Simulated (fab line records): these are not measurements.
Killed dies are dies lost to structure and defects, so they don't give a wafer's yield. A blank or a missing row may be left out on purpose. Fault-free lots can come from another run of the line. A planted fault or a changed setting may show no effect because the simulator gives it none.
fab line records || flow n5Finfet
record {"lots": 3, "wafers": 8, "lastDay": 15}
route steps=1938 shown BEOL_M8@1393 BEOL_M9@1401 PASSIVATION@1936
lots that met no fault: taken from a fault-free run of the same line
startH: start of the lot's first displayed wafer, in hours after the record's first day || waitH: hours from the lot's prior step to this one || " repeats the value in the row above || L1.1+2: a single row standing in for several wafers || - no value, or no start was given || * or withheld: withheld || < > ~ a bound
route shown NAME@n: a module of which the file shows steps, and the number in the route of the first || usual: mean and standard deviation over wafers with no fault || same: alike in all rows || chamber/n: place in a boat || sites: per-site readings || _std_site: standard deviation across them || _edge_site: outer sites' mean less inner sites' || radiusMm: for every site, how far away it sits from the centre of the wafer || mask NAME#n: copy n || behind: the tool/chamber that last shaped the wafer || hold: the reason the lot was held/the length of the hold in hours/how it ended || device: whichever transistor did not switch (one of n, p or np) || end of line: the tests these same wafers got at the end of their route || for a step that has no rows: nothing shown but its recipe || killed: not the wafer's yield, but the dies lost to structure and defects at the first sort || map: shows each die of a wafer: x if killed, . if not, _ if none is there
set.NAME: the setting that was run; set.NAME@STEP: the one run at that earlier step || model.NAME: the simulator's own value behind a step, which no gauge read
lots at selected steps of the route; one table per step, one row per wafer
services: when a tool's chamber went out of use (startH, in hours from the record's first day, below 0 if earlier), for how many hours, and the reason
## steps
# step N5_BEOL_M8_ECD_50
# recipe {"material": "Cu", "targetThkA": 3000}
# step N5_BEOL_M8_ANNEAL_51
# recipe {"tempC": 225, "timeS": 90, "ambient": "N2"}
# step N5_BEOL_M8_CMP_52
# recipe {"stopOn": "SiCOH_lowk", "tOverpolishS": 6.9, "downForcePsi": 1, "platenRpm": 50, "clearingPlatenDownForcePsi": 1.5, "clearingPlatenRpm": 50, "postCmpClean": "cuAlkaline", "targetThkNm": 80, "clearingPlatenPadVelocityMS": 0.99484, "padVelocityMS": 0.99484}
# step N5_BEOL_M8_PRE_CLEAN_55
# recipe {"gas": "NH3", "timeS": 15, "tempC": "withheld", "rfPowerW": 300}
# step N5_BEOL_M8_DEP_56
# recipe {"material": "SiCN", "targetThkA": 100, "tempC": "withheld", "precursor": "3MS/NH3", "pressureTorr": 3, "rfW": 202, "timeS": 17.5}
# step N5_BEOL_M9_ILD_DEP_00
# recipe {"material": "SiCOH_lowk", "targetThkA": 3085.1, "tempC": 300, "precursor": "DEMS/porogen", "pressureTorr": 5, "rfW": 500, "timeS": 58}
# step N5_BEOL_M9_CURE_71
# recipe {"tempC": 385, "timeS": 240, "ambient": "He/Ar", "material": "SiCOH_lowk"}
# step N5_BEOL_M9_PECVD_70
# recipe {"material": "SiO2", "targetThkA": 200, "tempC": 400, "precursor": "TEOS/O2", "pressureTorr": 5.5, "rfW": 450, "teosFlowSccm": 53.8, "gas": "O2", "flowSccm": 3000, "timeS": 22.7}
# step N5_BEOL_M9_HM_DEP_02
# recipe {"material": "TiN", "targetThkA": 200, "tempC": 25, "chamberPressurePa": 0.49996}
# usual {"throttleValvePct": "30.1/1.1"}
{"lot.wafer": "L662.1", "tool": "pvdSputter-01", "chamber": "-", "startH": 251.03, "waitH": 0.0, "throttleValvePct": 32.4, "model.TiN_of_BEOL_M9_HM_DEP_02.thkNm": 20.2}
{"lot.wafer": "L662.5", "tool": "pvdSputter-01", "chamber": "-", "startH": 251.03, "waitH": 0.0, "throttleValvePct": 29.1, "model.TiN_of_BEOL_M9_HM_DEP_02.thkNm": 20.2}
{"lot.wafer": "L662.6", "tool": "pvdSputter-01", "chamber": "-", "startH": 251.03, "waitH": 0.0, "throttleValvePct": 31.0, "model.TiN_of_BEOL_M9_HM_DEP_02.thkNm": 20}
{"lot.wafer": "L669.2", "tool": "pvdSputter-02", "chamber": "-", "startH": 299.18, "waitH": 0.8, "throttleValvePct": 29.6, "model.TiN_of_BEOL_M9_HM_DEP_02.thkNm": 20.2}
{"lot.wafer": "L669.3", "tool": "pvdSputter-02", "chamber": "-", "startH": 299.18, "waitH": 0.8, "throttleValvePct": 29.4, "model.TiN_of_BEOL_M9_HM_DEP_02.thkNm": 20.2}
{"lot.wafer": "L669.4", "tool": "pvdSputter-02", "chamber": "-", "startH": 299.18, "waitH": 0.8, "throttleValvePct": 28.1, "model.TiN_of_BEOL_M9_HM_DEP_02.thkNm": 20.2}
{"lot.wafer": "L673.3", "tool": "pvdSputter-01", "chamber": "-", "startH": 310.91, "waitH": 0.9, "throttleValvePct": 30.8, "model.TiN_of_BEOL_M9_HM_DEP_02.thkNm": 20.2}
{"lot.wafer": "L673.5", "tool": "pvdSputter-01", "chamber": "-", "startH": 310.91, "waitH": 0.9, "throttleValvePct": 29.1, "model.TiN_of_BEOL_M9_HM_DEP_02.thkNm": 26.6}
# step N5_BEOL_M9_COAT_59
# recipe {"resist": "SOC", "tempC": 250, "timeS": 60, "spinRpm": 1500, "resistThkNm": 100}
# step N5_BEOL_M9_COAT_60
# recipe {"resist": "SiARC", "tempC": 220, "timeS": 60, "spinRpm": 1500, "resistThkNm": 30}
# step N5_BEOL_M9_COAT_05
# recipe {"resist": "CAR-ArF", "spinRpm": 1500, "resistThkNm": 90}
# step N5_BEOL_M9_EBR_07
# recipe {"solvent": "PGMEA", "ebrWidthMm": 1.5}
# step N5_BEOL_M9_SOFTBAKE_06
# recipe {"tempC": 110, "timeS": 60, "resist": "CAR-ArF"}
# step N5_BEOL_M9_EXPOSE_08
# recipe {"maskId": "M9", "na": 1.35, "sourceShape": "dipole", "sigmaInner": 0.411, "sigmaOuter": 0.611, "polarization": "te", "doseMj": 53.75}
# step N5_BEOL_M9_PEB_09
# recipe {"pebTempC": "withheld", "pebTimeS": 60, "resist": "CAR-ArF"}
# step N5_BEOL_M9_DEVELOP_10
# recipe {"developTimeS": 30, "developer": "TMAH", "resist": "CAR-ArF", "rinseLiquid": "diw", "dry": "airSpin", "devTempC": 23}
# step N5_BEOL_M9_DESCUM_16
# recipe {"chemistry": "O2", "timeS": 7.9, "sourcePowerW": 50, "biasPowerW": 20, "pressureMtorr": 20, "rfFrequencyHz": 2.712e+07, "tempC": 40, "resist": "CAR-ArF", "o2FlowSccm": 225}
# step N5_BEOL_M9_ETCH_61
# recipe {"chemistry": "CF4", "target": "SiARC", "targetDepthA": 390, "maskMaterial": "CAR-ArF", "timeS": 65, "ionEnergyEv": 80, "pressureMtorr": 40, "sourceW": 545, "biasW": 36, "Ar_flow_sccm": 100, "cf4FlowSccm": 100, "ends": "cleared"}
# step N5_BEOL_M9_ETCH_62
# recipe {"chemistry": "N2/H2", "target": "SOC", "targetDepthA": 1100, "overetchA": 220, "maskMaterial": "SiARC", "tempC": 40, "timeS": 165, "ionEnergyEv": 200, "pressureMtorr": 30, "sourceW": 840, "biasW": 150, "n2FlowSccm": 200, "h2FlowSccm": 200}
# step N5_BEOL_M9_STRIP_68
# recipe {"chemistry": "N2/H2", "tempC": 40, "n2FlowSccm": 200, "h2FlowSccm": 200, "rfFrequencyHz": 6e+07}
# step N5_BEOL_M9_STRIP_67
# recipe {"chemistry": "CF4", "resist": "SiARC", "powerW": 300, "biasPowerW": 75, "pressureMtorr": 50, "cf4FlowSccm": 150, "rfFrequencyHz": 6e+07}
# step N5_BEOL_M9_HM_OPEN_17
# recipe {"chemistry": "Cl2/BCl3", "targetDepthA": 200, "overetchA": 60, "target": "TiN", "maskMaterial": "SOC", "ionEnergyEv": 150, "pressureMtorr": 10, "icpW": 1000, "biasW": 126, "Cl2_flow_sccm": 53.25, "bcl3FlowSccm": 21.75, "Ar_flow_sccm": 25}
# usual {"bcl3FlowSccm": "21.76/0.066", "drypumpMotorCurrentA": "5.85/0.21", "oesProductAu": "0.66/0.05", "throttleValvePct": "22.13/0.27"}
{"lot.wafer": "L662.1", "tool": "rieMetal-01", "chamber": 0, "startH": 251.91, "waitH": 0.0, "bcl3FlowSccm": 21.79, "drypumpMotorCurrentA": 5.84, "oesProductAu": 0.65, "rfHoursCounterH": 48, "throttleValvePct": 21.81, "model.etch.depthNm": 20.25}
{"lot.wafer": "L662.5", "tool": "rieMetal-01", "chamber": 1, "startH": 251.91, "waitH": 0.0, "bcl3FlowSccm": 21.77, "drypumpMotorCurrentA": 5.81, "oesProductAu": 0.66, "rfHoursCounterH": "-", "throttleValvePct": 22.50, "model.etch.depthNm": 20.26}
{"lot.wafer": "L662.6", "tool": "rieMetal-01", "chamber": 0, "startH": 251.91, "waitH": 0.0, "bcl3FlowSccm": 21.65, "drypumpMotorCurrentA": 5.81, "oesProductAu": 0.65, "rfHoursCounterH": "-", "throttleValvePct": 21.80, "model.etch.depthNm": 20.04}
{"lot.wafer": "L669.2", "tool": "rieMetal-03", "chamber": 1, "startH": 300.04, "waitH": 0.0, "bcl3FlowSccm": 21.71, "drypumpMotorCurrentA": 6.04, "oesProductAu": 0.74, "rfHoursCounterH": 13, "throttleValvePct": 22.47, "model.etch.depthNm": 20.14}
{"lot.wafer": "L669.3", "tool": "rieMetal-03", "chamber": 0, "startH": 300.04, "waitH": 0.0, "bcl3FlowSccm": 21.84, "drypumpMotorCurrentA": 6.03, "oesProductAu": 0.62, "rfHoursCounterH": "-", "throttleValvePct": 21.90, "model.etch.depthNm": 20.22}
{"lot.wafer": "L669.4", "tool": "rieMetal-03", "chamber": 1, "startH": 300.04, "waitH": 0.0, "bcl3FlowSccm": 21.75, "drypumpMotorCurrentA": 6.08, "oesProductAu": 0.74, "rfHoursCounterH": "-", "throttleValvePct": 22.45, "model.etch.depthNm": 20.15}
{"lot.wafer": "L673.3", "tool": "rieMetal-02", "chamber": 1, "startH": 311.80, "waitH": 0.1, "bcl3FlowSccm": 21.79, "drypumpMotorCurrentA": 5.45, "oesProductAu": 0.64, "rfHoursCounterH": "-", "throttleValvePct": 22.00, "model.etch.depthNm": 20.25}
{"lot.wafer": "L673.5", "tool": "rieMetal-02", "chamber": 0, "startH": 311.80, "waitH": 0.1, "bcl3FlowSccm": 21.87, "drypumpMotorCurrentA": 5.64, "oesProductAu": 0.75, "rfHoursCounterH": "-", "throttleValvePct": 21.84, "model.etch.depthNm": 26.37}
# step N5_BEOL_M9_STRIP_19
# recipe {"chemistry": "O2", "powerW": 400, "tempC": 40, "pressureMtorr": 30, "rfFrequencyHz": 6e+07, "biasPowerW": 0, "overashFraction": 0.2, "o2FlowSccm": 225}
# step N5_BEOL_M9_COAT_63
# recipe {"resist": "SOC", "tempC": 250, "timeS": 60, "spinRpm": 1500, "resistThkNm": 60}
# step N5_BEOL_M9_COAT_64
# recipe {"resist": "SiARC", "tempC": 220, "timeS": 60, "spinRpm": 1500, "resistThkNm": 12}
# step N5_BEOL_M9_COAT_75
# recipe {"resist": "underlayer", "tempC": 205, "timeS": 60, "spinRpm": 1500, "resistThkNm": 5}
# step N5_BEOL_M9_COAT_22
# recipe {"resist": "CAR-EUV", "spinRpm": 1500, "resistThkNm": 30}
# step N5_BEOL_M9_EBR_24
# recipe {"solvent": "PGMEA", "ebrWidthMm": 1.5}
# step N5_BEOL_M9_SOFTBAKE_23
# recipe {"tempC": 110, "timeS": 60, "resist": "CAR-EUV"}
# step N5_BEOL_M9_EXPOSE_25
# recipe {"maskId": "V8", "na": 0.33, "sourceShape": "annular", "sigmaInner": 0.4, "sigmaOuter": 0.8, "polarization": "unpolarized", "doseMj": 37.25}
# step N5_BEOL_M9_PEB_26
# recipe {"pebTempC": 100, "pebTimeS": 60, "resist": "CAR-EUV"}
# step N5_BEOL_M9_DEVELOP_27
# recipe {"developTimeS": 30, "developer": "TMAH", "resist": "CAR-EUV", "rinseLiquid": "surfactantRinse", "dry": "airSpin", "devTempC": 23}
# step N5_BEOL_M9_TRENCH_ETCH_37
# recipe {"chemistry": "C4F6/O2", "targetDepthA": 1514.3, "target": "SiCOH_lowk", "timeS": 49, "ionEnergyEv": 250, "pressureMtorr": 30, "sourceW": 345, "biasW": 185, "Ar_flow_sccm": 300, "C4F6_flow_sccm": 10, "O2_flow_sccm": 10}
# usual {"drypumpMotorCurrentA": "5.6/0.44", "oes_o_777_au": "0.79/0.072", "oesProductAu": "0.79/0.083", "rfVppV": "667/14", "showerheadPlenumPTorr": "2.83/0.1", "throttleValvePct": "20.91/0.24"}
{"lot.wafer": "L662.1", "tool": "rieDiel-05", "chamber": 3, "startH": "-", "waitH": "-", "drypumpMotorCurrentA": 5.4, "oes_o_777_au": 0.82, "oesProductAu": 0.80, "rfHoursCounterH": 100, "rfVppV": 641, "showerheadPlenumPTorr": 2.86, "throttleValvePct": 21.06, "model.TiN_of_BEOL_M9_HM_DEP_02.thkNm": 16}
{"lot.wafer": "L662.5", "tool": "rieDiel-05", "chamber": 0, "startH": "-", "waitH": "-", "drypumpMotorCurrentA": 6.1, "oes_o_777_au": 0.89, "oesProductAu": 0.89, "rfHoursCounterH": "-", "rfVppV": 667, "showerheadPlenumPTorr": 2.79, "throttleValvePct": 20.57, "model.TiN_of_BEOL_M9_HM_DEP_02.thkNm": 16}
{"lot.wafer": "L662.6", "tool": "rieDiel-05", "chamber": 3, "startH": "-", "waitH": "-", "drypumpMotorCurrentA": 5.4, "oes_o_777_au": 0.82, "oesProductAu": 0.80, "rfHoursCounterH": "-", "rfVppV": 643, "showerheadPlenumPTorr": 2.86, "throttleValvePct": 21.05, "model.TiN_of_BEOL_M9_HM_DEP_02.thkNm": 15.8}
{"lot.wafer": "L669.2", "tool": "rieDiel-04", "chamber": 1, "startH": "-", "waitH": "-", "drypumpMotorCurrentA": 5.0, "oes_o_777_au": 0.85, "oesProductAu": 0.90, "rfHoursCounterH": 16, "rfVppV": 683, "showerheadPlenumPTorr": 2.79, "throttleValvePct": 20.69, "model.TiN_of_BEOL_M9_HM_DEP_02.thkNm": 15.8}
{"lot.wafer": "L669.3", "tool": "rieDiel-04", "chamber": 0, "startH": "-", "waitH": "-", "drypumpMotorCurrentA": 6.3, "oes_o_777_au": 0.83, "oesProductAu": 0.81, "rfHoursCounterH": 82, "rfVppV": 650, "showerheadPlenumPTorr": 2.75, "throttleValvePct": 21.09, "model.TiN_of_BEOL_M9_HM_DEP_02.thkNm": 16}
{"lot.wafer": "L669.4", "tool": "rieDiel-04", "chamber": 2, "startH": "-", "waitH": "-", "drypumpMotorCurrentA": 5.0, "oes_o_777_au": 0.75, "oesProductAu": 0.71, "rfHoursCounterH": 211, "rfVppV": 655, "showerheadPlenumPTorr": 2.71, "throttleValvePct": 20.96, "model.TiN_of_BEOL_M9_HM_DEP_02.thkNm": 16}
{"lot.wafer": "L673.3", "tool": "rieDiel-03", "chamber": 3, "startH": "-", "waitH": "-", "drypumpMotorCurrentA": 5.8, "oes_o_777_au": 0.80, "oesProductAu": 0.84, "rfHoursCounterH": 67, "rfVppV": 686, "showerheadPlenumPTorr": 2.90, "throttleValvePct": 20.97, "model.TiN_of_BEOL_M9_HM_DEP_02.thkNm": 16}
{"lot.wafer": "L673.5", "tool": "rieDiel-03", "chamber": 3, "startH": "-", "waitH": "-", "drypumpMotorCurrentA": 5.9, "oes_o_777_au": 0.82, "oesProductAu": 0.84, "rfHoursCounterH": "-", "rfVppV": 686, "showerheadPlenumPTorr": 2.90, "throttleValvePct": 20.97, "model.TiN_of_BEOL_M9_HM_DEP_02.thkNm": 22.4}
# step N5_PASSIVATION_PROBE_49
# usual {"defectLimitedYield": "91.2/1.3", "killed_at_M0_to_M3": "34/10", "killed_at_M4_up": "13/4.6", "killedAtContacts": "13/5.5", "killedAtFrontEnd": "41/12", "killedAtOther": "2.8/2.4", "killedDies": "104/16", "killedOnRim": "14/4.2", "killedOpen": "67/12", "killedShort": "33/7.2", "sort_bin_5_function": "5.1/0.86", "sort_bin_6_memory": "3.3/0.62", "sortNPass": "1076/16", "sortYieldPct": "91.2/1.3"}
# same {"grossDies": 1180, "killedAtBackSide": 0, "sort_bin_4_leakage[%]": 0, "sort_bin_8_speed[%]": 0}
{"lot.wafer": "L673.3", "tool": "prober-02", "chamber": "-", "startH": 368.54, "waitH": 0.1, "defectLimitedYield[%]": 89.7, "killed_at_M0_to_M3": 55, "killed_at_M4_up": 20, "killedAtContacts": 3, "killedAtFrontEnd": 42, "killedAtOther": 1, "killedDies": 121, "killedOnRim": 17, "killedOpen": 68, "killedShort": 38, "sort_bin_5_function[%]": 5.8, "sort_bin_6_memory[%]": 3.3, "sortNPass": 1059, "sortYieldPct[%]": 89.7}
{"lot.wafer": "L673.5", "tool": "prober-02", "chamber": "-", "startH": 368.64, "waitH": 0.2, "defectLimitedYield[%]": 90.7, "killed_at_M0_to_M3": 35, "killed_at_M4_up": 27, "killedAtContacts": 11, "killedAtFrontEnd": 36, "killedAtOther": 1, "killedDies": 110, "killedOnRim": 8, "killedOpen": 57, "killedShort": 31, "sort_bin_5_function[%]": 5.7, "sort_bin_6_memory[%]": 3.0, "sortNPass": 1070, "sortYieldPct[%]": 90.7}
# killed by level:class
L673.3 BEOL_M0_SAQP:geometricParticle:open=11 HKMG_FIN:areaEtch=11 BEOL_M3:geometricParticle:open=10 BEOL_M1:geometricParticle:open=9 BEOL_M0_SAQP:geometricParticle:short=7 DUMMY_GATE:geometricParticle:open=6 BEOL_M4:geometricParticle:short=6 BEOL_M2:geometricParticle:open=5
L673.5 BEOL_M1:geometricParticle:open=13 BEOL_M4:geometricParticle:open=9 BEOL_M0_SAQP:geometricParticle:open=9 BEOL_M9:areaOpen=9 MOL_CONTACT_COAG:geometricParticle:open=7 FIN_SAQP:geometricParticle:short=5 BEOL_M0_SAQP:geometricParticle:short=5 STI_FIN_REVEAL:geometricParticle:open=4
## services
{"tool": "rieDiel-04", "chamber": 1, "startH": 231.91, "hours": "-", "kind": "clean"}
{"tool": "rieDiel-04", "chamber": 1, "startH": 231.91, "hours": "-", "kind": "consumableReplace:focusRing"}
{"tool": "rieDiel-04", "chamber": 1, "startH": 231.91, "hours": 14.9, "kind": "scheduledDown"}
{"tool": "rieDiel-04", "chamber": 1, "startH": 231.91, "hours": 14.9, "kind": "ventCycle"}
{"tool": "rieDiel-05", "chamber": "-", "startH": 243.98, "hours": 0.4, "kind": "repair"}
{"tool": "rieDiel-05", "chamber": 1, "startH": 248.26, "hours": 8.4, "kind": "repair"}
{"tool": "rieDiel-05", "chamber": "-", "startH": 265.91, "hours": 4.3, "kind": "pm"}
{"tool": "rieMetal-02", "chamber": 0, "startH": 279.63, "hours": 9.4, "kind": "repair"}
{"tool": "rieDiel-05", "chamber": "-", "startH": 283.06, "hours": 1.3, "kind": "repair"}
{"tool": "rieDiel-03", "chamber": 2, "startH": 284.87, "hours": "-", "kind": "clean"}
{"tool": "rieDiel-03", "chamber": 2, "startH": 284.87, "hours": "-", "kind": "consumableReplace:focusRing"}
{"tool": "rieDiel-03", "chamber": 2, "startH": 284.87, "hours": "-", "kind": "consumableReplace:showerhead"}
{"tool": "rieDiel-03", "chamber": 2, "startH": 284.87, "hours": 22.5, "kind": "scheduledDown"}
{"tool": "rieDiel-03", "chamber": 2, "startH": 284.87, "hours": 22.5, "kind": "ventCycle"}
{"tool": "rieDiel-04", "chamber": 2, "startH": 310.40, "hours": 11.5, "kind": "repair"}
## key
firstSign none at tools or gauges
modelEffect {"step": "N5_BEOL_M9_HM_DEP_02", "value": "TiN_of_BEOL_M9_HM_DEP_02.thkNm", "without": 20.4, "struck": 26.6}
modelEffect {"step": "N5_BEOL_M9_HM_OPEN_17", "value": "etch.depthNm", "without": 20.44, "struck": 26.37}
modelEffect {"step": "N5_BEOL_M9_TRENCH_ETCH_37", "value": "TiN_of_BEOL_M9_HM_DEP_02.thkNm", "without": 16, "struck": 22.4}
metAt N5_BEOL_M9_HM_DEP_02
struckWafers L673.5
baselineLoss {"step": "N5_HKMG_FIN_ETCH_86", "wafers": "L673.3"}
onsetBetween 251.03 310.91
fault {"kind": "processParameterDrift", "tool": "pvdSputter-01", "chamber": "-", "onsetH": 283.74, "steps": "N5_BEOL_M9_HM_DEP_02", "channel": "targetThkA", "offset": "*", "shape": "step", "endH": 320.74, "scope": "struckWafersOnly", "actsIn": "*", "stated": "*"}
# baselineLoss: these wafers lose ten dies or more at that step, a loss of the line's own and not of a fault; the sort's usual values leave them out
